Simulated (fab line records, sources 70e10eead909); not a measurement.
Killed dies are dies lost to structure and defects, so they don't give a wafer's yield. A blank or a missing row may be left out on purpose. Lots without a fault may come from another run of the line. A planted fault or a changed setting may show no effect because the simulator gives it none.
Chamber matching | flow nand_harc | NHARC_A_WL_FILL_CMP_12 on cmp-03: 4 sister chambers
The step polishes, t overpolish 30 s, target thk 100 nm. 14 wafers are shown with their chamber, then 7 later ones without.

WAFERS WITH THEIR CHAMBER
wafer  | chamber | time_to_endpoint_s (s) | motor_current_A (A) | slurry_flow_ml_min
L075.1 | 3       | 18                     | 11.9                | 150.1
L075.4 | 0       | 21                     | 11.1                | 150.7
L075.5 | 0       | 21                     | 11.8                | 149.8
L079.3 | 3       | 19                     | 12.4                | 149.8
L079.4 | 1       | 14                     | 10.7                | 150.3
L079.5 | 0       | 24                     | 11.8                | 149.4
L083.1 | 0       | 22                     | 11.3                | 150.5
L083.2 | 1       | 17                     | 11.0                | 150.3
L083.6 | 2       | 21                     | 12.2                | 149.0
L084.1 | 0       | 22                     | 11.7                | 150.0
L084.5 | 3       | 20                     | 12.2                | 149.9
L084.6 | 2       | 21                     | 11.8                | 150.1
L088.1 | 0       | 20                     | 11.6                | 149.8
L088.3 | 3       | 19                     | 12.4                | 149.5

SIGNATURES (means of the wafers above)
reading            | chamber 0 | chamber 1 | chamber 2 | chamber 3 | scatter within a chamber
time_to_endpoint_s | 21.67     | 15.50     | 21.00     | 19.00     | 1.26
motor_current_A    | 11.550    | 10.850    | 12.000    | 12.225    | 0.266
slurry_flow_ml_min | 150.033   | 150.300   | 149.550   | 149.825   | 0.443
Rule: a wafer's distance from a chamber is the root of the sum, over the readings, of the square of ((its reading less the chamber's mean) divided by the reading's scatter). The wafer belongs to the nearest chamber; if the next one is less than 2 further off, it can't be placed. The scatter: the root of (the sum of the squares of (reading less its chamber's mean) over the shown wafers, divided by (wafers less chambers)).

WAFERS WITHOUT THEIR CHAMBER
wafer  | time_to_endpoint_s (s) | motor_current_A (A) | slurry_flow_ml_min
L088.6 | 16                     | 12.3                | 149.8
L089.2 | 15                     | 10.4                | 149.5
L089.3 | 24                     | 11.5                | 150.1
L089.5 | 22                     | 12.4                | 149.6
L097.3 | 20                     | 11.2                | 149.9
L097.4 | 18                     | 11.7                | 150.0
L097.5 | 20                     | 11.7                | 150.5

WHICH CHAMBER EACH WENT THROUGH
wafer  | from the rows above               | in truth
L088.6 | can't be placed: 3 or 2           | 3
L089.2 | 1                                 | 1
L089.3 | can't be placed: 0 or 2           | 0
L089.5 | can't be placed: 2 or 3 or 0      | 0
L097.3 | can't be placed: 0 or 2           | 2
L097.4 | can't be placed: 3 or 2 or 0 or 1 | 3
L097.5 | can't be placed: 0 or 2 or 3      | 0
Placed correctly: 1 of 7. Can't be placed from these rows: 6 (the true chamber is among the candidates in 6). Placed wrongly: 0.
